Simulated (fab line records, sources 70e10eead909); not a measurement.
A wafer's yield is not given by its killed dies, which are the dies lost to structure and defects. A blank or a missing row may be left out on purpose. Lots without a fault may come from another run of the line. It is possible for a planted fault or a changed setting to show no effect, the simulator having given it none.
Which of the tools did it? | flow nandHarc | 72 wafers from 24 lots sampled at 6 of the route's 1302 steps

== WHAT THE GAUGES READ, wafer by wafer ==
NHARC_P_M1_THK_MEAS_24: measures by xrf. Usual: 157.8 nm for thkNm, sd 1.5.
lot  | measured     | on           | thkNm (nm)        | flag
L074 | day 6 04:21  | filmMetro-02 | 157.5 157.8 158.1 | 
L076 | day 6 21:29  | filmMetro-01 | 156.4 159.0 159.3 | 
L075 | day 6 22:38  | filmMetro-01 | 160.3 156.6 155.5 | 
L077 | day 7 10:46  | filmMetro-01 | 160.0 158.5 156.5 | 
L078 | day 7 23:00  | filmMetro-02 | 156.6 158.7 156.2 | 
L079 | day 8 04:13  | filmMetro-01 | 158.0 157.5 158.9 | 
L080 | day 8 15:00  | filmMetro-02 | 158.8 157.8 159.4 | 
L081 | day 9 09:29  | filmMetro-02 | 156.4 156.1 154.5 | 
L083 | day 10 02:10 | filmMetro-01 | 156.6 159.0 157.9 | 
L082 | day 10 02:37 | filmMetro-01 | 158.4 155.9 155.8 | 
L084 | day 10 13:18 | filmMetro-01 | 157.5 157.2 157.0 | 
L085 | day 11 02:08 | filmMetro-01 | 158.8 158.3 159.4 | 
L086 | day 11 07:44 | filmMetro-01 | 158.0 155.6 160.1 | 
L087 | day 11 14:47 | filmMetro-01 | 159.4 159.1 160.4 | 
L089 | day 12 07:30 | filmMetro-01 | 158.7 156.8 158.4 | 
L088 | day 12 07:46 | filmMetro-02 | 158.1 159.3 158.7 | 
L090 | day 13 01:19 | filmMetro-02 | 157.4 157.6 159.6 | 
L091 | day 13 16:16 | filmMetro-02 | 158.4 159.9 157.7 | 
L092 | day 13 20:20 | filmMetro-02 | 160.6 159.8 160.8 | 
L093 | day 14 09:46 | filmMetro-02 | 157.5 159.7 157.8 | 
L094 | day 14 14:46 | filmMetro-02 | 161.2 160.4 157.7 | 
L095 | day 15 02:31 | filmMetro-02 | 157.0 158.6 155.3 | 
L096 | day 15 11:13 | filmMetro-01 | 160.0 159.2 159.5 | 
L097 | day 16 04:30 | filmMetro-01 | 158.5 157.1 155.8 | 

== WHAT TOOL EACH LOT RAN ON (gives the tool, then ch and the chambers of the sampled wafers, and finally the start) ==
lot  | NHARC_P_M0_ETCH_34                | NHARC_P_M0_PRE_CLEAN_31         | NHARC_P_M1_DESCUM_14              | NHARC_P_M1_STRIP_18               | NHARC_P_M1_PRE_CLEAN_30
L074 | rieDiel-01 ch 0,1,3, day 5 21:32  | pecvd-03 ch 0,2, day 5 23:59    | rieDiel-02 ch 1,2,3, day 6 01:31  | rieDiel-02 ch 1,2,3, day 6 01:55  | pvdSputter-02, day 6 04:21 or earlier
L076 | rieDiel-04 ch 0,2,3, day 6 15:04  | pecvd-02 ch 1,2, day 6 17:32    | rieDiel-02 ch 0,1,2, day 6 18:54  | rieDiel-11 ch 0,1,2, day 6 19:18  | pvdSputter-03, day 6 21:29 or earlier
L075 | rieDiel-04 ch 0,3, day 6 16:16    | pecvd-03 ch 0,2, day 6 18:42    | rieDiel-11 ch 0,1,3, day 6 20:13  | rieDiel-11 ch 0,2,3, day 6 20:37  | pvdSputter-03, day 6 22:38 or earlier
L077 | rieDiel-04 ch 0,1,3, day 7 03:57  | pecvd-03 ch 0,1, day 7 06:44    | rieDiel-11 ch 0,2, day 7 08:14    | rieDiel-11 ch 1,2, day 7 08:42    | pvdSputter-01, day 7 10:46 or earlier
L078 | rieDiel-04 ch 1,3, day 7 16:37    | pecvd-02 ch 0,2, day 7 19:05    | rieDiel-02 ch 0,3, day 7 20:35    | rieDiel-02 ch 0,2,3, day 7 20:59  | pvdSputter-02, day 7 23:00 or earlier
L079 | rieDiel-04 ch 1,2,3, day 7 21:38  | pecvd-01 ch 0,1,2, day 8 00:16  | rieDiel-11 ch 0,1,3, day 8 01:46  | rieDiel-02 ch 1,2,3, day 8 02:10  | pvdSputter-01, day 8 04:13 or earlier
L080 | rieDiel-06 ch 0,3, day 8 08:31    | pecvd-03 ch 0,1,2, day 8 10:59  | rieDiel-11 ch 1,3, day 8 12:29    | rieDiel-07 ch 0,1, day 8 12:53    | pvdSputter-03, day 8 15:00 or earlier
L081 | rieDiel-04 ch 1,2, day 9 03:03    | pecvd-02 ch 0,1,2, day 9 05:32  | rieDiel-11 ch 0,2,3, day 9 07:01  | rieDiel-11 ch 1,2,3, day 9 07:25  | pvdSputter-01, day 9 09:29 or earlier
L083 | rieDiel-04 ch 0,2,3, day 9 19:25  | pecvd-01 ch 0,1,2, day 9 22:10  | rieDiel-11 ch 0,1,2, day 9 23:41  | rieDiel-02 ch 1,2, day 10 00:04   | pvdSputter-03, day 10 02:10 or earlier
L082 | rieDiel-04 ch 2,3, day 9 20:01    | pecvd-03 ch 0,1,2, day 9 22:42  | rieDiel-11 ch 1,2, day 10 00:10   | rieDiel-07 ch 0,2,3, day 10 00:37 | pvdSputter-01, day 10 02:37 or earlier
L084 | rieDiel-01 ch 2,3, day 10 06:49   | pecvd-01 ch 0,1, day 10 09:22   | rieDiel-02 ch 0,2,3, day 10 10:53 | rieDiel-07 ch 2,3, day 10 11:17   | pvdSputter-02, day 10 13:18 or earlier
L085 | rieDiel-01 ch 0,2,3, day 10 19:53 | pecvd-01 ch 1,2, day 10 22:21   | rieDiel-02 ch 1,2,3, day 10 23:44 | rieDiel-11 ch 0,1,3, day 11 00:09 | pvdSputter-03, day 11 02:08 or earlier
L086 | rieDiel-04 ch 0,1,2, day 11 01:18 | pecvd-01 ch 1,2, day 11 03:49   | rieDiel-02 ch 0,3, day 11 05:12   | rieDiel-02 ch 0,3, day 11 05:37   | pvdSputter-02, day 11 07:44 or earlier
L087 | rieDiel-06 ch 0,3, day 11 07:59   | pecvd-01 ch 0,1,2, day 11 10:50 | rieDiel-02 ch 0,2,3, day 11 12:21 | rieDiel-11 ch 0,1,3, day 11 12:47 | pvdSputter-02, day 11 14:47 or earlier
L089 | rieDiel-04 ch 0,1,3, day 12 00:32 | pecvd-03 ch 1,2, day 12 03:05   | rieDiel-02 ch 2,3, day 12 04:35   | rieDiel-07 ch 1,2,3, day 12 05:28 | pvdSputter-03, day 12 07:30 or earlier
L088 | rieDiel-06 ch 1,2,3, day 12 01:20 | pecvd-03 ch 0,1, day 12 03:52   | rieDiel-11 ch 0,2, day 12 05:13   | rieDiel-02 ch 0,2, day 12 05:40   | pvdSputter-01, day 12 07:46 or earlier
L090 | rieDiel-01 ch 0,1,2, day 12 18:55 | pecvd-03 ch 0,2, day 12 21:23   | rieDiel-02 ch 1,2,3, day 12 22:54 | rieDiel-02 ch 1,2,3, day 12 23:17 | pvdSputter-03, day 13 01:19 or earlier
L091 | rieDiel-04 ch 0,2,3, day 13 09:37 | pecvd-01 ch 1,2, day 13 12:05   | rieDiel-11 ch 0,3, day 13 13:47   | rieDiel-02 ch 0,2, day 13 14:15   | pvdSputter-03, day 13 16:16 or earlier
L092 | rieDiel-01 ch 0,1,3, day 13 14:00 | pecvd-03 ch 0,1,2, day 13 16:31 | rieDiel-11 ch 0,1, day 13 17:53   | rieDiel-07 ch 0,1,3, day 13 18:17 | pvdSputter-03, day 13 20:20 or earlier
L093 | rieDiel-04 ch 2,3, day 14 03:18   | pecvd-03 ch 0,1,2, day 14 05:51 | rieDiel-02 ch 0,1,2, day 14 07:21 | rieDiel-11 ch 2,3, day 14 07:44   | pvdSputter-02, day 14 09:46 or earlier
L094 | rieDiel-04 ch 0,1,3, day 14 08:26 | pecvd-02 ch 1,2, day 14 10:55   | rieDiel-02 ch 0,1,3, day 14 12:16 | rieDiel-11 ch 0,1,2, day 14 12:40 | pvdSputter-01, day 14 14:46 or earlier
L095 | rieDiel-04 ch 1,3, day 14 20:15   | pecvd-02 ch 1,2, day 14 22:44   | rieDiel-11 ch 0,2,3, day 15 00:06 | rieDiel-02 ch 0,2,3, day 15 00:32 | pvdSputter-03, day 15 02:31 or earlier
L096 | rieDiel-04 ch 0,3, day 15 04:46   | pecvd-01 ch 0,1,2, day 15 07:17 | rieDiel-11 ch 0,1,3, day 15 08:49 | rieDiel-11 ch 0,1,2, day 15 09:12 | pvdSputter-01, day 15 11:13 or earlier
L097 | rieDiel-06 ch 2,3, day 15 21:29   | pecvd-03 ch 0,1,2, day 16 00:32 | rieDiel-02 ch 0,2, day 16 02:02   | rieDiel-07 ch 1,2, day 16 02:26   | pvdSputter-02, day 16 04:30 or earlier
- NHARC_P_M0_ETCH_34: etches the open film in N2/H2, target depth 40 nm, overetch 12 nm, time 43.94 s.
- NHARC_P_M0_PRE_CLEAN_31: time 12 s.
- NHARC_P_M1_DESCUM_14: chemistry O2, time 3 s.
- NHARC_P_M1_STRIP_18: strips in N2/H2.
- NHARC_P_M1_PRE_CLEAN_30: time 30 s.

== WHAT THE TOOLS THEMSELVES READ (means of the sampled wafers that have a number; where no wafer has one, the mark that the record gives instead) ==
NHARC_P_M0_ETCH_34. Usual: drypumpMotorCurrentA 6.1 A, standard deviation 0.41; oesProductAu 1.001 a.u., standard deviation 0.01; rfFwdPowerW 394.9 W, standard deviation 2.1; rfVppV 429.7 V, standard deviation 2.9; showerheadPlenumPTorr 2.01 Torr, standard deviation 0.097; throttleValvePct 14.172 %, standard deviation 0.0095.
lot  | tool       | drypumpMotorCurrentA (A) | oesProductAu (a.u.) | rfFwdPowerW (W) | rfVppV (V) | showerheadPlenumPTorr (Torr) | throttleValvePct (%) | flag
L074 | rieDiel-01 | 5.7                      | 0.989               | 395.0           | 429.8      | 2.02                         | 14.169               | 
L076 | rieDiel-04 | 6.2                      | 1.009               | 393.2           | 429.1      | 2.02                         | 14.173               | 
L075 | rieDiel-04 | 6.0                      | 1.010               | 395.2           | 430.4      | 2.02                         | 14.168               | 
L077 | rieDiel-04 | 6.3                      | 1.000               | 393.6           | 429.1      | 1.98                         | 14.178               | 
L078 | rieDiel-04 | 6.5                      | 0.995               | 394.5           | 427.1      | 1.95                         | 14.173               | 
L079 | rieDiel-04 | 6.5                      | 1.001               | 394.9           | 429.7      | 1.98                         | 14.174               | 
L080 | rieDiel-06 | 6.0                      | 1.003               | 394.8           | 434.0      | 2.20                         | 14.176               | 
L081 | rieDiel-04 | 6.4                      | 1.007               | 395.6           | 426.9      | 1.95                         | 14.163               | 
L083 | rieDiel-04 | 6.2                      | 1.005               | 395.5           | 429.4      | 2.01                         | 14.167               | 
L082 | rieDiel-04 | 6.4                      | 1.004               | 392.9           | 430.3      | 2.05                         | 14.166               | 
L084 | rieDiel-01 | 6.0                      | 0.996               | 395.3           | 430.5      | 2.03                         | 14.169               | 
L085 | rieDiel-01 | 5.8                      | 1.006               | 394.1           | 429.2      | 2.00                         | 14.172               | 
L086 | rieDiel-04 | 6.2                      | 1.001               | 396.5           | 428.5      | 1.94                         | 14.164               | 
L087 | rieDiel-06 | 5.9                      | 0.999               | 395.2           | 434.5      | 2.19                         | 14.160               | 
L089 | rieDiel-04 | 6.3                      | 1.006               | 396.4           | 427.9      | 1.97                         | 14.167               | 
L088 | rieDiel-06 | 5.6                      | 0.993               | 395.4           | 431.5      | 2.09                         | 14.179               | 
L090 | rieDiel-01 | 5.6                      | 0.987               | 393.8           | 430.2      | 2.04                         | 14.182               | 
L091 | rieDiel-04 | 6.2                      | 1.010               | 395.2           | 429.2      | 2.01                         | 14.173               | 
L092 | rieDiel-01 | 5.7                      | 0.997               | 396.2           | 430.0      | 2.00                         | 14.172               | 
L093 | rieDiel-04 | 6.4                      | 1.015               | 394.1           | 430.3      | 2.00                         | 14.170               | 
L094 | rieDiel-04 | 6.3                      | 1.008               | 394.3           | 428.4      | 1.97                         | 14.176               | 
L095 | rieDiel-04 | 6.5                      | 1.020               | 394.6           | 429.1      | 2.00                         | 14.170               | 
L096 | rieDiel-04 | 6.0                      | 1.003               | 395.6           | 430.4      | 2.01                         | 14.165               | 
L097 | rieDiel-06 | 5.7                      | 1.006               | 395.3           | 435.0      | 2.20                         | 14.179               | 

NHARC_P_M0_PRE_CLEAN_31. Usual: heaterPowerW 629 W, standard deviation 76; rfFwdPowerW 292.6 W, standard deviation 0.84.
lot  | tool     | heaterPowerW (W) | rfFwdPowerW (W) | flag
L074 | pecvd-03 | 624              | 292.9           | 
L076 | pecvd-02 | 667              | 293.0           | 
L075 | pecvd-03 | 557              | 292.2           | 
L077 | pecvd-03 | 613              | 292.7           | 
L078 | pecvd-02 | 743              | 291.6           | 
L079 | pecvd-01 | 602              | 292.6           | 
L080 | pecvd-03 | 643              | 292.2           | 
L081 | pecvd-02 | 651              | 293.3           | 
L083 | pecvd-01 | 595              | 292.3           | 
L082 | pecvd-03 | 648              | 293.0           | 
L084 | pecvd-01 | 582              | 292.8           | 
L085 | pecvd-01 | 561              | 292.5           | 
L086 | pecvd-01 | 600              | 291.7           | 
L087 | pecvd-01 | 575              | 292.5           | 
L089 | pecvd-03 | 664              | 292.2           | 
L088 | pecvd-03 | 656              | 291.7           | 
L090 | pecvd-03 | 648              | 292.3           | 
L091 | pecvd-01 | 587              | 292.6           | 
L092 | pecvd-03 | 656              | 292.5           | 
L093 | pecvd-03 | 655              | 293.1           | 
L094 | pecvd-02 | 563              | 292.6           | 
L095 | pecvd-02 | 557              | 292.0           | 
L096 | pecvd-01 | 620              | 292.0           | 
L097 | pecvd-03 | 642              | 293.1           | 

NHARC_P_M1_DESCUM_14. Usual: drypumpMotorCurrentA 5.8 A, standard deviation 0.43; oesProductAu 0.997 a.u., standard deviation 0.011; rfVppV 57.9 V, standard deviation 0.94; showerheadPlenumPTorr 1.93 Torr, standard deviation 0.098; throttleValvePct 11.311 %, standard deviation 0.0089.
lot  | tool       | drypumpMotorCurrentA (A) | oesProductAu (a.u.) | rfVppV (V) | showerheadPlenumPTorr (Torr) | throttleValvePct (%) | flag
L074 | rieDiel-02 | 5.7                      | 0.994               | 58.2       | 1.96                         | 11.310               | 
L076 | rieDiel-02 | 5.7                      | 1.006               | 58.2       | 2.00                         | 11.324               | 
L075 | rieDiel-11 | 5.8                      | 0.998               | 58.2       | 1.90                         | 11.313               | 
L077 | rieDiel-11 | 5.7                      | 1.014               | 58.4       | 1.91                         | 11.311               | 
L078 | rieDiel-02 | 5.8                      | 1.002               | 56.6       | 1.83                         | 11.318               | 
L079 | rieDiel-11 | 5.8                      | 0.987               | 58.3       | 1.90                         | 11.305               | 
L080 | rieDiel-11 | 5.9                      | 1.004               | 58.2       | 1.98                         | 11.305               | 
L081 | rieDiel-11 | 5.6                      | 0.998               | 57.4       | 1.93                         | 11.310               | 
L083 | rieDiel-11 | 6.0                      | 0.994               | 58.5       | 1.88                         | 11.305               | 
L082 | rieDiel-11 | 6.4                      | 0.995               | 58.5       | 1.92                         | 11.310               | 
L084 | rieDiel-02 | 5.7                      | 0.994               | 58.2       | 1.92                         | 11.308               | 
L085 | rieDiel-02 | 5.7                      | 0.991               | 57.8       | 1.96                         | 11.305               | 
L086 | rieDiel-02 | 5.9                      | 0.996               | 58.0       | 1.87                         | 11.311               | 
L087 | rieDiel-02 | 5.6                      | 0.990               | 58.3       | 1.92                         | 11.301               | 
L089 | rieDiel-02 | 5.6                      | 0.988               | 57.8       | 1.88                         | 11.310               | 
L088 | rieDiel-11 | 5.7                      | 1.000               | 57.5       | 1.91                         | 11.306               | 
L090 | rieDiel-02 | 5.7                      | 0.987               | 58.4       | 1.96                         | 11.317               | 
L091 | rieDiel-11 | 5.4                      | 0.993               | 56.6       | 1.87                         | 11.314               | 
L092 | rieDiel-11 | 5.8                      | 1.001               | 57.3       | 1.82                         | 11.319               | 
L093 | rieDiel-02 | 5.8                      | 0.999               | 58.5       | 1.99                         | 11.315               | 
L094 | rieDiel-02 | 5.9                      | 1.002               | 57.9       | 1.91                         | 11.306               | 
L095 | rieDiel-11 | 5.6                      | 1.008               | 58.3       | 1.93                         | 11.311               | 
L096 | rieDiel-11 | 5.8                      | 0.991               | 57.8       | 1.90                         | 11.317               | 
L097 | rieDiel-02 | 5.7                      | 1.002               | 57.8       | 1.95                         | 11.312               | 

NHARC_P_M1_STRIP_18. Usual: drypumpMotorCurrentA 5.7 A, standard deviation 0.42; oesProductAu 0.998 a.u., standard deviation 0.011; rfFwdPowerW 997.4 W, standard deviation 2.6; rfVppV 90.8 V, standard deviation 1.2; showerheadPlenumPTorr 2.05 Torr, standard deviation 0.1; throttleValvePct 14.170 %, standard deviation 0.0091.
lot  | tool       | drypumpMotorCurrentA (A) | oesProductAu (a.u.) | rfFwdPowerW (W) | rfVppV (V) | showerheadPlenumPTorr (Torr) | throttleValvePct (%) | flag
L074 | rieDiel-02 | 5.8                      | 1.000               | 997.0           | 91.0       | 2.09                         | 14.160               | 
L076 | rieDiel-11 | 6.0                      | 1.000               | 1001.7          | 90.8       | 2.01                         | 14.167               | 
L075 | rieDiel-11 | 5.6                      | 1.006               | 996.8           | 91.7       | 2.06                         | 14.169               | 
L077 | rieDiel-11 | 6.4                      | 0.990               | 996.5           | 91.0       | 2.05                         | 14.161               | 
L078 | rieDiel-02 | 5.6                      | 1.004               | 996.7           | 91.4       | 2.05                         | 14.178               | 
L079 | rieDiel-02 | 5.7                      | 0.992               | 996.6           | 91.2       | 2.09                         | 14.178               | 
L080 | rieDiel-07 | 5.1                      | 1.006               | 998.3           | 90.5       | 2.05                         | 14.164               | 
L081 | rieDiel-11 | 6.0                      | 1.000               | 996.5           | 91.0       | 2.09                         | 14.174               | 
L083 | rieDiel-02 | 5.5                      | 1.000               | 998.9           | 91.6       | 2.19                         | 14.174               | 
L082 | rieDiel-07 | 5.4                      | 0.994               | 995.2           | 89.8       | 2.00                         | 14.169               | 
L084 | rieDiel-07 | 5.6                      | 0.987               | 993.6           | 90.7       | 2.01                         | 14.176               | 
L085 | rieDiel-11 | 5.8                      | 0.998               | 996.8           | 90.2       | 2.03                         | 14.174               | 
L086 | rieDiel-02 | 5.9                      | 1.000               | 996.8           | 90.7       | 1.98                         | 14.176               | 
L087 | rieDiel-11 | 5.8                      | 1.007               | 999.5           | 90.4       | 2.03                         | 14.181               | 
L089 | rieDiel-07 | 5.5                      | 0.994               | 996.3           | 91.4       | 2.07                         | 14.179               | 
L088 | rieDiel-02 | 5.7                      | 1.001               | 996.0           | 90.5       | 2.08                         | 14.167               | 
L090 | rieDiel-02 | 5.7                      | 0.989               | 996.3           | 90.6       | 2.09                         | 14.171               | 
L091 | rieDiel-02 | 5.4                      | 0.991               | 999.3           | 91.9       | 2.13                         | 14.171               | 
L092 | rieDiel-07 | 5.4                      | 0.992               | 997.9           | 90.5       | 2.06                         | 14.176               | 
L093 | rieDiel-11 | 5.8                      | 0.993               | 995.9           | 91.2       | 2.12                         | 14.181               | 
L094 | rieDiel-11 | 6.0                      | 0.996               | 997.7           | 90.4       | 2.00                         | 14.171               | 
L095 | rieDiel-02 | 5.6                      | 1.000               | 999.2           | 90.7       | 2.04                         | 14.169               | 
L096 | rieDiel-11 | 6.0                      | 0.997               | 999.2           | 89.9       | 2.00                         | 14.172               | 
L097 | rieDiel-07 | 5.4                      | 0.999               | 997.4           | 90.6       | 2.06                         | 14.165               | 

NHARC_P_M1_PRE_CLEAN_30. Usual: 406 W for heaterPowerW, sd 25.
lot  | tool          | heaterPowerW (W) | flag
L074 | pvdSputter-02 | 376              | 
L076 | pvdSputter-03 | 432              | 
L075 | pvdSputter-03 | 422              | 
L077 | pvdSputter-01 | 399              | 
L078 | pvdSputter-02 | 394              | 
L079 | pvdSputter-01 | 412              | 
L080 | pvdSputter-03 | 420              | 
L081 | pvdSputter-01 | 396              | 
L083 | pvdSputter-03 | 426              | 
L082 | pvdSputter-01 | 396              | 
L084 | pvdSputter-02 | 397              | 
L085 | pvdSputter-03 | 403              | 
L086 | pvdSputter-02 | 391              | 
L087 | pvdSputter-02 | 380              | 
L089 | pvdSputter-03 | 421              | 
L088 | pvdSputter-01 | 419              | 
L090 | pvdSputter-03 | 423              | 
L091 | pvdSputter-03 | 422              | 
L092 | pvdSputter-03 | 422              | 
L093 | pvdSputter-02 | 372              | 
L094 | pvdSputter-01 | 416              | 
L095 | pvdSputter-03 | 425              | 
L096 | pvdSputter-01 | 394              | 
L097 | pvdSputter-02 | 369              | 

== THE ANSWER, worked out from the rows above alone ==
Rule: a lot is off if the mean of its wafers that have a number lies more than 3 standard deviations from the usual mean. Also off: a lot with no number at a reading for which 4 or more lots have one. All remaining lots with rows at the step are treated as sound. First the gauges in route order, then the tools' own readings, where a lot's mean is used as printed above. At the first step where some lot is off, the reading lying furthest off is the one used; lots without a number count as furthest.
No lot is off at any reading shown: from this, nothing can be told.

== WHAT THE SIMULATOR PUT IN ==
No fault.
